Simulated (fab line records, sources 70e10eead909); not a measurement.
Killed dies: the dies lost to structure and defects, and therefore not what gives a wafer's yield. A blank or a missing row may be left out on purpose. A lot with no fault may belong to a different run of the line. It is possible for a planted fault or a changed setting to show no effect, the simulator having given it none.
What tool caused it? -- flow nand_harc -- 11 lots with 33 wafers sampled at 4 steps, on a route of 1302 steps

## WHAT EACH GAUGE READ, for each wafer
NHARC_P_M0_CD_MEAS_09: the cd target is 90 nm.
lot,measured,on,cd_nm (nm)
L920,day 6 12:14,cd_sem-03,90.9 90.0 90.3
L921,day 7 02:16,cd_sem-03,90.3 90.4 91.0
L922,day 7 05:08,cd_sem-03,90.4 90.6 90.4
L923,day 7 12:40,cd_sem-03,89.8 89.1 90.4
L926,day 8 21:05,cd_sem-03,89.9 89.9 90.5
L927,day 9 10:23,cd_sem-02,89.9 89.5 89.8
L929,day 10 12:58,cd_sem-03,90.9 89.5 88.5
L934,day 12 10:39,cd_sem-03,90.5 89.8 91.1
L939,day 14 13:17,cd_sem-03,90.7 93.0 91.3
L941,day 15 01:02,cd_sem-02,89.6 89.4 90.7
L942,day 15 12:44,cd_sem-01,89.8 90.1 89.2

## WHAT TOOL EACH LOT RAN ON (gives the tool, then ch and the chambers of the sampled wafers, and finally the start)
lot,NHARC_P_CONTACT_DESCUM_17,NHARC_P_CONTACT_ETCH_31,NHARC_P_M0_PEB_07
L920,"rie_diel-13 ch 0,2, day 6 08:23","rie_diel-13 ch 0,2, day 6 12:09 or earlier","litho_track-06 ch 0, day 6 12:09"
L921,"rie_diel-08 ch 1,2,3, day 6 22:23","rie_diel-08 ch 0,2, day 7 02:10 or earlier","litho_track-06 ch 0, day 7 02:10"
L922,"rie_diel-04 ch 0,2, day 7 01:13","rie_diel-04 ch 2,3, day 7 05:04 or earlier","litho_track-06 ch 0, day 7 05:04"
L923,"rie_diel-08 ch 1,2, day 7 08:40","rie_diel-08 ch 1,2,3, day 7 12:35 or earlier","litho_track-06 ch 0, day 7 12:35"
L926,"rie_diel-13 ch 0,1, day 8 16:59","rie_diel-13 ch 1,2, day 8 21:00 or earlier","litho_track-01 ch 0, day 8 21:00"
L927,"rie_diel-04 ch 0,1,2, day 9 06:24","rie_diel-04 ch 1,2,3, day 9 10:19 or earlier","litho_track-06 ch 0, day 9 10:19"
L929,"rie_diel-13 ch 0,2,3, day 10 09:05","rie_diel-13 ch 0,1,2, day 10 12:53 or earlier","litho_track-04 ch 0, day 10 12:53"
L934,"rie_diel-13 ch 1,2,3, day 12 06:30","rie_diel-13 ch 1,2,3, day 12 10:34 or earlier","litho_track-06 ch 0, day 12 10:34"
L939,"rie_diel-08 ch 0,2, day 14 09:08","rie_diel-08 ch 0,2,3, day 14 13:11 or earlier","litho_track-06 ch 0, day 14 13:11"
L941,"rie_diel-08 ch 2,3, day 14 21:01","rie_diel-08 ch 1,2,3, day 15 00:58 or earlier","litho_track-04 ch 0, day 15 00:58"
L942,"rie_diel-04 ch 0,2,3, day 15 08:36","rie_diel-04 ch 0,2,3, day 15 12:39 or earlier","litho_track-04 ch 0, day 15 12:39"
- NHARC_P_CONTACT_DESCUM_17: chemistry O2, time 3 s.
- NHARC_P_CONTACT_ETCH_31: etches the open film in CH3F/O2, target depth 30 nm, time 85.7 s.
- NHARC_P_M0_PEB_07: peb time 65 s.

## AS READ BY THE TOOLS THEMSELVES (means over the sampled wafers that have a number; for cases with no such wafer, the mark the record gives instead)
NHARC_P_CONTACT_DESCUM_17.
lot,tool,chamber_pressure_mTorr (mTorr),drypump_motor_current_A (A),oes_product_au (a.u.),rf_vpp_V (V),showerhead_plenum_p_Torr (Torr),throttle_valve_pct (%)
L920,rie_diel-13,59.98,6.0,1.010,58.0,1.90,11.312
L921,rie_diel-08,60.03,5.8,1.011,57.9,1.88,11.318
L922,rie_diel-04,60.01,5.5,0.990,57.7,1.95,11.316
L923,rie_diel-08,60.07,5.7,1.005,58.6,1.84,11.312
L926,rie_diel-13,60.04,5.2,1.011,58.4,1.89,11.304
L927,rie_diel-04,59.97,5.5,1.000,58.5,1.91,11.312
L929,rie_diel-13,59.96,6.0,1.009,58.3,1.90,11.307
L934,rie_diel-13,59.96,5.8,1.006,57.7,1.84,11.315
L939,rie_diel-08,59.98,5.8,0.997,57.5,1.92,11.318
L941,rie_diel-08,59.97,6.0,1.001,57.7,1.93,11.309
L942,rie_diel-04,59.96,5.7,1.002,57.4,1.90,11.318

NHARC_P_CONTACT_ETCH_31.
lot,tool,chamber_pressure_mTorr (mTorr),drypump_motor_current_A (A),oes_product_au (a.u.),rf_vpp_V (V),showerhead_plenum_p_Torr (Torr),throttle_valve_pct (%)
L920,rie_diel-13,25.010,5.8,0.983,245.7,2.52,20.670
L921,rie_diel-08,25.026,5.9,0.993,244.4,2.46,20.663
L922,rie_diel-04,25.008,5.5,0.991,243.6,2.45,20.663
L923,rie_diel-08,24.990,5.8,0.965,243.8,2.41,20.667
L926,rie_diel-13,24.988,5.5,0.995,243.5,2.36,20.662
L927,rie_diel-04,25.007,5.7,0.986,244.0,2.39,20.657
L929,rie_diel-13,25.019,5.6,0.974,243.8,2.44,20.662
L934,rie_diel-13,24.999,5.8,0.982,242.7,2.36,20.668
L939,rie_diel-08,24.974,6.0,0.986,245.4,2.50,20.665
L941,rie_diel-08,25.027,5.8,0.989,243.6,2.41,20.668
L942,rie_diel-04,25.012,5.7,0.988,243.8,2.44,20.654

## THE ANSWER, worked out from the rows above alone
Rule: the usual values come from the lots themselves. The widest of any qualifying gaps counts: lots, ordered by their means at a reading, are off when they make up no more than a third of the lots, leave a main group of 4 or more, and stand apart from it by 3 or more times the standard deviation of that group's means. Not used: any main group whose means are identical at the precision the tables above print for the reading. A lot without any number at a reading at which 4 lots or more have one is off too. Any other lot the step has rows for is counted as sound. The gauges are gone through in route order, then the tools' own readings, and for those a lot's mean is taken as printed above. At the first step where some lot is off, the reading lying furthest off is the one used; lots without a number count as furthest.
Off: L939 (NHARC_P_M0_CD_MEAS_09, cd_nm). The main group: mean 90.1 nm, standard deviation 0.35.
If a tool, at a process step before that reading, ran all the lots that are off and no sound lot after the first of them, it fits. Those tools and the gauges at NHARC_P_M0_CD_MEAS_09 are tried in the same way. Because NHARC_P_CONTACT_ETCH_31 lacks a start for some lots, the hours and order of its lots are taken from NHARC_P_M0_PEB_07. This does not decide it: 2 tools fit, namely litho_track-06 at NHARC_P_M0_PEB_07 and cd_sem-03 at NHARC_P_M0_CD_MEAS_09.

## WHAT THE SIMULATOR PUT IN
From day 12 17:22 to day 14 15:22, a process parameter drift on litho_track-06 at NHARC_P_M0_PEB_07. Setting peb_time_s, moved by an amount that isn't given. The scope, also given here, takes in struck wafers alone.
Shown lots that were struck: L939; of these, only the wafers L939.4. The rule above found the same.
